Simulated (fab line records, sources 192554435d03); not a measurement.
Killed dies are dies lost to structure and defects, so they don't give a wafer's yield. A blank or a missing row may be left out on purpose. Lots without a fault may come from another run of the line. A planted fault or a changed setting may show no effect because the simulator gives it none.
Which tool did it? | flow n5_finfet | 22 lots, 66 wafers sampled, at 4 steps of a route of 1938

WHAT THE GAUGES READ, wafer by wafer
N5_BEOL_M0_OCD_MEAS_108. Usual: trench_depth_nm 32.7 nm, standard deviation 0.51.
lot  | measured     | on     | trench_depth_nm (nm) | flag
L074 | day 5 23:34  | ocd-02 | 33.0 32.7 32.5       |
L075 | day 6 04:38  | ocd-02 | 32.5 32.6 33.2       |
L076 | day 6 08:47  | ocd-01 | 33.3 32.2 31.9       |
L077 | day 6 12:19  | ocd-02 | 33.0 32.5 32.7       |
L078 | day 6 22:35  | ocd-01 | 32.5 32.3 32.7       |
L079 | day 7 04:13  | ocd-02 | 33.1 32.2 32.8       |
L081 | day 7 12:00  | ocd-02 | 32.2 32.8 32.7       |
L082 | day 7 23:12  | ocd-01 | 33.2 32.9 32.3       |
L083 | day 7 22:55  | ocd-02 | 32.7 33.5 32.7       |
L084 | day 8 10:56  | ocd-02 | 33.1 32.8 32.5       |
L085 | day 9 00:34  | ocd-01 | 33.1 32.5 33.2       |
L086 | day 9 00:16  | ocd-01 | 32.4 32.9 33.6       |
L087 | day 9 00:22  | ocd-02 | 32.8 32.7 33.6       |
L088 | day 9 10:41  | ocd-01 | 33.6 32.9 33.7       |
L089 | day 9 10:45  | ocd-02 | 32.9 33.1 32.7       |
L090 | day 9 23:07  | ocd-02 | 32.7 32.2 31.8       |
L091 | day 10 01:47 | ocd-01 | 32.6 33.7 32.3       |
L092 | day 10 10:25 | ocd-02 | 33.5 34.2 33.1       |
L094 | day 10 21:02 | ocd-02 | 32.7 32.6 32.2       |
L095 | day 11 07:43 | ocd-02 | 32.7 33.2 32.3       |
L097 | day 11 09:46 | ocd-02 | 33.3 33.2 33.1       |
L096 | day 11 19:38 | ocd-02 | 32.0 31.9 32.0       |

WHICH TOOL RAN EACH LOT (tool, then ch and the chambers of the sampled wafers, then the start)
lot  | N5_BEOL_M0_SAQP_SPACER2_ETCHBACK_27 | N5_BEOL_M0_CUTY_ETCH_62            | N5_BEOL_M0_ETCH_128
L074 | rie_diel-06 ch 0,1,2, day 5 20:32   | rie_diel-05 ch 0,1,3, day 5 22:41  | rie_diel-02 ch 1,3, day 5 23:25
L075 | rie_diel-03 ch 1,3, day 5 23:10     | rie_diel-02 ch 1,2,3, day 6 01:26  | rie_diel-01 ch 0,1,3, day 6 04:30
L076 | rie_diel-03 ch 0,1,3, day 6 04:38   | rie_diel-02 ch 2,3, day 6 07:38    | rie_diel-05 ch 0,1,2, day 6 08:38
L077 | rie_diel-04 ch 1,2,3, day 6 09:32   | rie_diel-02 ch 0,1,3, day 6 11:28  | rie_diel-05 ch 1,2, day 6 12:10
L078 | rie_diel-03 ch 0,2,3, day 6 16:26   | rie_diel-01 ch 0,1, day 6 18:43    | rie_diel-01 ch 1,2, day 6 22:26
L079 | rie_diel-06 ch 1,2,3, day 6 22:00   | rie_diel-02 ch 0,2,3, day 7 00:08  | rie_diel-02 ch 0,1, day 7 04:04
L081 | rie_diel-06 ch 0,3, day 7 08:25     | rie_diel-01 ch 2,3, day 7 10:59    | rie_diel-02 ch 0,3, day 7 11:51
L082 | rie_diel-03 ch 0,3, day 7 15:02     | rie_diel-05 ch 0,1,3, day 7 17:26  | rie_diel-01 ch 0,1, day 7 23:03
L083 | rie_diel-03 ch 0,3, day 7 18:51     | rie_diel-05 ch 0,2,3, day 7 21:02  | rie_diel-02 ch 1,2, day 7 22:46
L084 | rie_diel-04 ch 0,1,3, day 8 04:36   | rie_diel-02 ch 1,2,3, day 8 06:57  | rie_diel-02 ch 1,2,3, day 8 10:49
L085 | rie_diel-04 ch 1,2, day 8 17:12     | rie_diel-05 ch 1,2,3, day 8 19:43  | rie_diel-02 ch 0,1,2, day 9 00:26
L086 | rie_diel-04 ch 0,2,3, day 8 17:41   | rie_diel-05 ch 1,2,3, day 8 20:04  | rie_diel-05 ch 1,3, day 9 00:07
L087 | rie_diel-06 ch 0,3, day 8 18:55     | rie_diel-05 ch 0,2,3, day 8 21:29  | rie_diel-02 ch 0,2, day 9 00:13
L088 | rie_diel-06 ch 2,3, day 9 04:28     | rie_diel-02 ch 1,2, day 9 07:28    | rie_diel-02 ch 0,2, day 9 10:32
L089 | rie_diel-06 ch 0,2, day 9 06:53     | rie_diel-02 ch 1,2, day 9 08:56    | rie_diel-01 ch 0,1,2, day 9 10:36
L090 | rie_diel-06 ch 0,2,3, day 9 19:22   | rie_diel-01 ch 0,1,3, day 9 21:32  | rie_diel-01 ch 0,2,3, day 9 22:58
L091 | rie_diel-03 ch 0,2,3, day 9 19:41   | rie_diel-05 ch 0,1,3, day 9 22:05  | rie_diel-02 ch 0,1,2, day 10 01:38
L092 | rie_diel-04 ch 2,3, day 10 03:26    | rie_diel-02 ch 0,1,3, day 10 05:40 | rie_diel-02 ch 0,3, day 10 10:16
L094 | rie_diel-03 ch 1,2,3, day 10 14:46  | rie_diel-02 ch 0,1, day 10 17:11   | rie_diel-01 ch 0,1,3, day 10 20:54
L095 | rie_diel-03 ch 1,2, day 11 02:08    | rie_diel-02 ch 0,3, day 11 04:10   | rie_diel-01 ch 0,1,2, day 11 07:34
L097 | rie_diel-03 ch 1,2,3, day 11 05:47  | rie_diel-01 ch 0,1,3, day 11 08:40 | rie_diel-02 ch 0,3, day 11 09:37
L096 | rie_diel-03 ch 0,1,3, day 11 11:45  | rie_diel-05 ch 2,3, day 11 14:07   | rie_diel-05 ch 2,3, day 11 19:30
- N5_BEOL_M0_SAQP_SPACER2_ETCHBACK_27: etches SiO2 in CHF3/O2, target depth 22.5 nm, time 11.25 s.
- N5_BEOL_M0_CUTY_ETCH_62: etches SiARC in CF4, time 58.5 s.
- N5_BEOL_M0_ETCH_128: etches SiCN in CF4/N2, target depth 12 nm, overetch 5.1 nm, time 21.4 s.

WHAT THE TOOLS THEMSELVES READ (means of the sampled wafers that have a number; where no wafer has one, the mark that the record gives instead)
N5_BEOL_M0_SAQP_SPACER2_ETCHBACK_27. Usual: bias_w 170.1 W, standard deviation 0.49; drypump_motor_current_A 5.8 A, standard deviation 0.39; oes_product_au 0.78 a.u., standard deviation 0.09; rf_fwd_power_W 645.5 W, standard deviation 2; rf_vpp_V 527 V, standard deviation 4.3; showerhead_plenum_p_Torr 2.41 Torr, standard deviation 0.078; throttle_valve_pct 18.91 %, standard deviation 0.24.
lot  | tool        | bias_w (W) | drypump_motor_current_A (A) | oes_product_au (a.u.) | rf_fwd_power_W (W) | rf_vpp_V (V) | showerhead_plenum_p_Torr (Torr) | throttle_valve_pct (%) | flag
L074 | rie_diel-06 | 170.4      | 5.6                         | 0.75                  | 646.1              | 528          | 2.38                            | 19.18                  |
L075 | rie_diel-03 | 169.8      | 6.1                         | 0.77                  | 644.4              | 528          | 2.38                            | 18.90                  |
L076 | rie_diel-03 | 170.5      | 6.0                         | 0.75                  | 648.4              | 528          | 2.41                            | 18.86                  |
L077 | rie_diel-04 | 170.4      | 5.8                         | 0.77                  | 644.8              | 524          | 2.51                            | 18.97                  |
L078 | rie_diel-03 | 169.7      | 5.8                         | 0.84                  | 645.3              | 530          | 2.43                            | 18.82                  |
L079 | rie_diel-06 | 170.1      | 5.9                         | 0.75                  | 646.7              | 528          | 2.32                            | 18.94                  |
L081 | rie_diel-06 | 170.6      | 5.8                         | 0.71                  | 645.4              | 531          | 2.43                            | 19.18                  |
L082 | rie_diel-03 | 170.3      | 5.9                         | 0.74                  | 643.9              | 528          | 2.42                            | 18.82                  |
L083 | rie_diel-03 | 170.6      | 5.9                         | 0.74                  | 644.2              | 527          | 2.42                            | 18.83                  |
L084 | rie_diel-04 | 170.2      | 5.7                         | 0.83                  | 645.0              | 521          | 2.47                            | 18.75                  |
L085 | rie_diel-04 | 169.7      | 5.9                         | 0.91                  | 644.7              | 525          | 2.48                            | 18.85                  |
L086 | rie_diel-04 | 169.6      | 5.8                         | 0.91                  | 645.2              | 521          | 2.46                            | 18.65                  |
L087 | rie_diel-06 | 169.9      | 6.1                         | 0.70                  | 644.5              | 530          | 2.36                            | 18.94                  |
L088 | rie_diel-06 | 169.6      | 5.7                         | 0.73                  | 644.2              | 524          | 2.31                            | 19.00                  |
L089 | rie_diel-06 | 170.1      | 5.5                         | 0.73                  | 645.2              | 526          | 2.38                            | 19.26                  |
L090 | rie_diel-06 | 170.1      | 5.8                         | 0.71                  | 643.7              | 528          | 2.37                            | 19.10                  |
L091 | rie_diel-03 | 170.4      | 5.8                         | 0.81                  | 646.8              | 530          | 2.42                            | 18.85                  |
L092 | rie_diel-04 | 169.8      | 5.9                         | 0.91                  | 646.9              | 524          | 2.48                            | 18.76                  |
L094 | rie_diel-03 | 169.9      | 5.9                         | 0.81                  | 647.0              | 529          | 2.39                            | 18.90                  |
L095 | rie_diel-03 | 170.2      | 5.5                         | 0.84                  | 647.1              | 531          | 2.43                            | 18.87                  |
L097 | rie_diel-03 | 170.0      | 5.9                         | 0.80                  | 644.4              | 529          | 2.39                            | 18.91                  |
L096 | rie_diel-03 | 169.5      | 6.0                         | 0.82                  | 645.4              | 528          | 2.39                            | 18.79                  |

N5_BEOL_M0_CUTY_ETCH_62. Usual: bias_w 36.00 W, standard deviation 0.11; drypump_motor_current_A 5.7 A, standard deviation 0.47; etch_rf_on_time_s 58.5 s, standard deviation 0.84; oes_product_au 0.66 a.u., standard deviation 0.08; rf_fwd_power_W 537.9 W, standard deviation 2.5; rf_vpp_V 184.0 V, standard deviation 1.2; showerhead_plenum_p_Torr 2.13 Torr, standard deviation 0.072; throttle_valve_pct 15.73 %, standard deviation 0.21.
lot  | tool        | bias_w (W) | drypump_motor_current_A (A) | etch_rf_on_time_s (s) | oes_product_au (a.u.) | rf_fwd_power_W (W) | rf_vpp_V (V) | showerhead_plenum_p_Torr (Torr) | throttle_valve_pct (%) | flag
L074 | rie_diel-05 | 35.87      | 5.6                         | 59.3                  | 0.65                  | 539.4              | 183.6        | 2.09                            | 15.63                  |
L075 | rie_diel-02 | 35.99      | 6.0                         | 58.0                  | 0.64                  | 538.8              | 184.4        | 2.22                            | 15.87                  |
L076 | rie_diel-02 | 35.97      | 6.3                         | 58.2                  | 0.60                  | 539.1              | 184.8        | 2.20                            | 15.93                  |
L077 | rie_diel-02 | 36.02      | 5.7                         | 58.7                  | 0.63                  | 536.5              | 184.3        | 2.19                            | 15.87                  |
L078 | rie_diel-01 | 35.93      | 6.0                         | 58.9                  | 0.64                  | 537.3              | 183.5        | 2.11                            | 15.90                  |
L079 | rie_diel-02 | 36.03      | 6.0                         | 58.5                  | 0.59                  | 538.0              | 184.8        | 2.16                            | 15.95                  |
L081 | rie_diel-01 | 35.99      | 5.3                         | 59.2                  | 0.64                  | 535.7              | 184.1        | 2.17                            | 15.71                  |
L082 | rie_diel-05 | 36.05      | 5.6                         | 59.5                  | 0.64                  | 539.0              | 183.5        | 2.08                            | 15.66                  |
L083 | rie_diel-05 | 36.00      | 5.6                         | 59.6                  | 0.60                  | 539.2              | 182.8        | 2.07                            | 15.63                  |
L084 | rie_diel-02 | 35.84      | 6.0                         | 58.0                  | 0.63                  | 539.2              | 185.4        | 2.22                            | 15.89                  |
L085 | rie_diel-05 | 36.08      | 5.4                         | 58.6                  | 0.65                  | 538.3              | 183.0        | 2.06                            | 15.52                  |
L086 | rie_diel-05 | 36.11      | 5.4                         | 58.8                  | 0.65                  | 539.1              | 183.2        | 2.06                            | 15.52                  |
L087 | rie_diel-05 | 35.95      | 5.5                         | 58.9                  | 0.60                  | 538.6              | 182.8        | 2.07                            | 15.64                  |
L088 | rie_diel-02 | 35.92      | 6.1                         | 57.4                  | 0.67                  | 540.0              | 185.5        | 2.23                            | 15.89                  |
L089 | rie_diel-02 | 36.10      | 6.4                         | 57.9                  | 0.62                  | 539.9              | 184.6        | 2.21                            | 15.95                  |
L090 | rie_diel-01 | 35.95      | 5.7                         | 58.9                  | 0.63                  | 538.1              | 184.2        | 2.13                            | 15.92                  |
L091 | rie_diel-05 | 36.02      | 5.6                         | 59.3                  | 0.63                  | 539.0              | 183.7        | 2.08                            | 15.69                  |
L092 | rie_diel-02 | 36.07      | 5.7                         | 57.8                  | 0.79                  | 535.3              | 184.1        | 2.18                            | 15.58                  |
L094 | rie_diel-02 | 36.05      | 5.9                         | 57.0                  | 0.77                  | 536.8              | 183.9        | 2.14                            | 15.62                  |
L095 | rie_diel-02 | 35.98      | 5.6                         | 57.3                  | 0.80                  | 533.7              | 184.1        | 2.15                            | 15.47                  |
L097 | rie_diel-01 | 36.01      | 5.8                         | 58.5                  | 0.62                  | 536.5              | 184.0        | 2.13                            | 15.95                  |
L096 | rie_diel-05 | 35.95      | 5.6                         | 58.7                  | 0.60                  | 538.1              | 183.0        | 2.04                            | 15.62                  |

N5_BEOL_M0_ETCH_128. Usual: bias_w 70.01 W, standard deviation 0.21; drypump_motor_current_A 5.8 A, standard deviation 0.52; oes_product_au 0.53 a.u., standard deviation 0.062; rf_fwd_power_W 425.6 W, standard deviation 1.7; rf_vpp_V 382.3 V, standard deviation 2; showerhead_plenum_p_Torr 2.21 Torr, standard deviation 0.073; throttle_valve_pct 15.59 %, standard deviation 0.19.
lot  | tool        | bias_w (W) | drypump_motor_current_A (A) | oes_product_au (a.u.) | rf_fwd_power_W (W) | rf_vpp_V (V) | showerhead_plenum_p_Torr (Torr) | throttle_valve_pct (%) | flag
L074 | rie_diel-02 | 69.92      | 5.7                         | 0.55                  | 426.4              | 384.1        | 2.31                            | 15.60                  |
L075 | rie_diel-01 | 70.07      | 5.7                         | 0.53                  | 424.8              | 382.3        | 2.21                            | 15.66                  |
L076 | rie_diel-05 | 69.97      | 5.3                         | 0.52                  | 425.2              | 381.2        | 2.15                            | 15.38                  |
L077 | rie_diel-05 | 69.99      | 5.2                         | 0.56                  | 426.5              | 381.2        | 2.14                            | 15.25                  |
L078 | rie_diel-01 | 70.14      | 5.2                         | 0.53                  | 423.6              | 381.3        | 2.16                            | 15.65                  |
L079 | rie_diel-02 | 70.05      | 5.8                         | 0.54                  | 426.2              | 384.2        | 2.28                            | 15.65                  |
L081 | rie_diel-02 | 69.89      | 5.6                         | 0.47                  | 424.1              | 382.8        | 2.23                            | 15.74                  |
L082 | rie_diel-01 | 70.09      | 5.9                         | 0.51                  | 426.0              | 381.6        | 2.17                            | 15.73                  |
L083 | rie_diel-02 | 69.99      | 6.4                         | 0.50                  | 427.2              | 384.4        | 2.29                            | 15.73                  |
L084 | rie_diel-02 | 70.05      | 6.0                         | 0.50                  | 426.3              | 383.8        | 2.28                            | 15.72                  |
L085 | rie_diel-02 | 70.03      | 6.1                         | 0.57                  | 425.9              | 383.5        | 2.25                            | 15.58                  |
L086 | rie_diel-05 | 69.96      | 5.7                         | 0.53                  | 427.9              | 379.9        | 2.12                            | 15.43                  |
L087 | rie_diel-02 | 69.89      | 6.5                         | 0.55                  | 426.1              | 382.0        | 2.23                            | 15.66                  |
L088 | rie_diel-02 | 69.98      | 6.2                         | 0.61                  | 425.8              | 381.4        | 2.20                            | 15.49                  |
L089 | rie_diel-01 | 70.01      | 5.5                         | 0.50                  | 424.9              | 381.2        | 2.17                            | 15.69                  |
L090 | rie_diel-01 | 70.14      | 5.7                         | 0.50                  | 424.3              | 383.2        | 2.23                            | 15.65                  |
L091 | rie_diel-02 | 69.98      | 6.1                         | 0.56                  | 424.9              | 383.7        | 2.25                            | 15.61                  |
L092 | rie_diel-02 | 70.22      | 5.7                         | 0.66                  | 424.2              | 381.9        | 2.19                            | 15.31                  |
L094 | rie_diel-01 | 69.96      | 5.7                         | 0.50                  | 425.4              | 381.6        | 2.20                            | 15.75                  |
L095 | rie_diel-01 | 69.87      | 5.6                         | 0.50                  | 424.8              | 382.0        | 2.16                            | 15.72                  |
L097 | rie_diel-02 | 70.09      | 5.6                         | 0.64                  | 423.3              | 382.2        | 2.22                            | 15.29                  |
L096 | rie_diel-05 | 69.94      | 5.3                         | 0.48                  | 425.5              | 379.6        | 2.10                            | 15.36                  |

THE ANSWER, worked out from the rows above alone
Rule: a lot is off if the mean of its wafers that have a number lies more than 3 standard deviations from the usual mean. A lot without any number at a reading at which 4 lots or more have one is off too. The other lots that the step has rows for count as sound. The gauges are gone through in route order, then the tools' own readings, and for those a lot's mean is taken as printed above. The first step at which some lot is off is used, and at that step the reading that is off furthest; a lot without a number counts as furthest.
No lot is off at any reading shown: from this, nothing can be told.

WHAT THE SIMULATOR HAD PUT IN
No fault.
